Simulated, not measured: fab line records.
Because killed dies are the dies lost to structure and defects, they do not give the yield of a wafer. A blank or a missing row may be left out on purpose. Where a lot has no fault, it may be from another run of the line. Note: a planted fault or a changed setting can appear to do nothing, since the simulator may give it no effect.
Split-lot experiment + flow n5-finfet + 39 wafers read across 7 lots, on a route 1938 steps long

SPLIT DETAILS
At N5_HKMG_FIN_ETCH_55 (etches SOC in N2/H2, target depth 240 nm, time 300 s), the setting time-s was moved away from the recipe's 300 s on 12 of the 39 wafers read, by -55.5% to +41.2%. All remaining wafers had this setting at the recipe value.

The reading comes from the split's own step.

THE READING
SiARC_of_HKMG_FIN_COAT_42.thk-nm (the simulator's own value, which no gauge read), in nm, at N5_HKMG_FIN_ETCH_55 (etches SOC in N2/H2, target depth 240 nm, time 300 s). The file gives no usual value for it. Across the 27 wafers here that went through the recipe, the average is 21.2 nm and the standard deviation 0.23 nm.

| wafer  | tool, chamber at the split | time-s as run, s | against the recipe | SiARC_of_HKMG_FIN_COAT_42.thk-nm, nm | against lot-mates on the recipe |
|--------|----------------------------|------------------|--------------------|--------------------------------------|---------------------------------|
| L074.1 | rie-diel-03, 1             | 300              | recipe             | 21.2                                 | -                               |
| L074.2 | rie-diel-03, 0             | 414.9            | +38.3%             | 16                                   | -5.2                            |
| L074.3 | rie-diel-03, 2             | 414.9            | +38.3%             | 16.6                                 | -4.6                            |
| L074.4 | rie-diel-03, 3             | 300              | recipe             | 21                                   | -                               |
| L074.5 | rie-diel-03, 0             | 414.9            | +38.3%             | 16                                   | -5.2                            |
| L074.6 | rie-diel-03, 1             | 300              | recipe             | 21.4                                 | -                               |
| L075.1 | rie-diel-05, 2             | 300              | recipe             | 21.2                                 | -                               |
| L075.2 | rie-diel-05, 3             | 300              | recipe             | 20.8                                 | -                               |
| L075.3 | rie-diel-05, 1             | 300              | recipe             | 21.2                                 | -                               |
| L075.4 | rie-diel-05, 0             | 300              | recipe             | 21                                   | -                               |
| L075.5 | rie-diel-05, 3             | 300              | recipe             | 20.8                                 | -                               |
| L075.6 | rie-diel-05, 2             | 300              | recipe             | 21.2                                 | -                               |
| L078.2 | rie-diel-05, 3             | 300              | recipe             | 21                                   | -                               |
| L078.4 | rie-diel-05, 2             | 300              | recipe             | 21.4                                 | -                               |
| L078.6 | rie-diel-05, 1             | 300              | recipe             | 21.4                                 | -                               |
| L085.1 | rie-diel-03, 2             | 300              | recipe             | 21.6                                 | -                               |
| L085.2 | rie-diel-03, 3             | 300              | recipe             | 21.4                                 | -                               |
| L085.3 | rie-diel-03, 1             | 237.2            | -20.9%             | 24.4                                 | +2.9                            |
| L085.4 | rie-diel-03, 2             | 237.2            | -20.9%             | 24.4                                 | +2.9                            |
| L085.5 | rie-diel-03, 3             | 237.2            | -20.9%             | 24.2                                 | +2.7                            |
| L085.6 | rie-diel-03, 1             | 300              | recipe             | 21.6                                 | -                               |
| L088.1 | rie-diel-03, 2             | 133.5            | -55.5%             | 28.8                                 | +7.7                            |
| L088.2 | rie-diel-03, 3             | 300              | recipe             | 20.8                                 | -                               |
| L088.3 | rie-diel-03, 1             | 300              | recipe             | 21.2                                 | -                               |
| L088.4 | rie-diel-03, 2             | 133.5            | -55.5%             | 28.8                                 | +7.7                            |
| L088.5 | rie-diel-03, 1             | 300              | recipe             | 21.2                                 | -                               |
| L088.6 | rie-diel-03, 3             | 133.5            | -55.5%             | 28.8                                 | +7.7                            |
| L092.1 | rie-diel-03, 1             | 300              | recipe             | 21.4                                 | -                               |
| L092.2 | rie-diel-03, 3             | 300              | recipe             | 21.4                                 | -                               |
| L092.3 | rie-diel-03, 0             | 300              | recipe             | 21                                   | -                               |
| L092.4 | rie-diel-03, 2             | 300              | recipe             | 21.4                                 | -                               |
| L092.5 | rie-diel-03, 3             | 300              | recipe             | 21.2                                 | -                               |
| L092.6 | rie-diel-03, 2             | 300              | recipe             | 21.4                                 | -                               |
| L097.1 | rie-diel-05, 2             | 300              | recipe             | 21.6                                 | -                               |
| L097.2 | rie-diel-05, 1             | 300              | recipe             | 21.2                                 | -                               |
| L097.3 | rie-diel-05, 3             | 423.7            | +41.2%             | 15                                   | -6.3                            |
| L097.4 | rie-diel-05, 0             | 423.7            | +41.2%             | 15.2                                 | -6.1                            |
| L097.5 | rie-diel-05, 3             | 300              | recipe             | 21                                   | -                               |
| L097.6 | rie-diel-05, 2             | 423.7            | +41.2%             | 15.6                                 | -5.7                            |

THE FIT
A straight line over all 39 wafers: SiARC_of_HKMG_FIN_COAT_42.thk-nm changes by -0.138 nm for each +1% of time-s; r = -1.00; the points scatter about the line by 0.26 nm.
The same after taking each lot's own level away (the mean of its wafers on the recipe; 39 wafers): -0.139 nm for each +1%; r = -1.00; scatter 0.22 nm.
That fit puts the effect of the largest move of time-s on the reading at 7.7 nm.
Across the lots, their own levels run from 21.03 to 21.53 nm, a range of 2.1 times the standard deviation given above.
So the lot-to-lot level changes the slope little: the two slopes agree.
Check: for one of the wafers moved furthest among these (-55.5%), held out of the fit, the line's prediction against its lot-mates is +7.68 nm. It came out at +7.73 nm against them.

OTHER SPLITS ON THESE WAFERS
These wafers also went through other splits before the reading. Each is held against what the fit with the lots' levels taken away leaves over:
| other split on the same wafers        | wafers away from the commonest value | r with SiARC_of_HKMG_FIN_COAT_42.thk-nm (lot level and that fit taken away) |
|---------------------------------------|--------------------------------------|-----------------------------------------------------------------------------|
| N5_FIN_SAQP_HM_DEP_03 time-s          | 15                                   | -0.07                                                                       |
| N5_STI_FIN_REVEAL_ALD_00 target-thk-a | 15                                   | +0.18                                                                       |

THE WHOLE CHAIN: every reading that the file lists as answering this split, in the file's order
| step                | what it does                                         | reading                                                                           | change (the file's fit)               | r (the file's) |
|---------------------|------------------------------------------------------|-----------------------------------------------------------------------------------|---------------------------------------|----------------|
| N5_HKMG_FIN_ETCH_55 | etches SOC in N2/H2, target depth 240 nm, time 300 s | etch.depth-nm (the simulator's own value, which no gauge read)                    | +2.37 nm for each +1% of the setting  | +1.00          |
| N5_HKMG_FIN_ETCH_55 | etches SOC in N2/H2, target depth 240 nm, time 300 s | HKMG_FIN.feature-depth-nm (the simulator's own value, which no gauge read)        | +2.37 nm for each +1% of the setting  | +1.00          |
| N5_HKMG_FIN_ETCH_55 | etches SOC in N2/H2, target depth 240 nm, time 300 s | SiARC_of_HKMG_FIN_COAT_42.thk-nm (the simulator's own value, which no gauge read) | -0.139 nm for each +1% of the setting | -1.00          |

FILE'S OWN FIT
SiARC_of_HKMG_FIN_COAT_42.thk-nm changes by -0.139 nm for each +1% of time-s, r = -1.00.
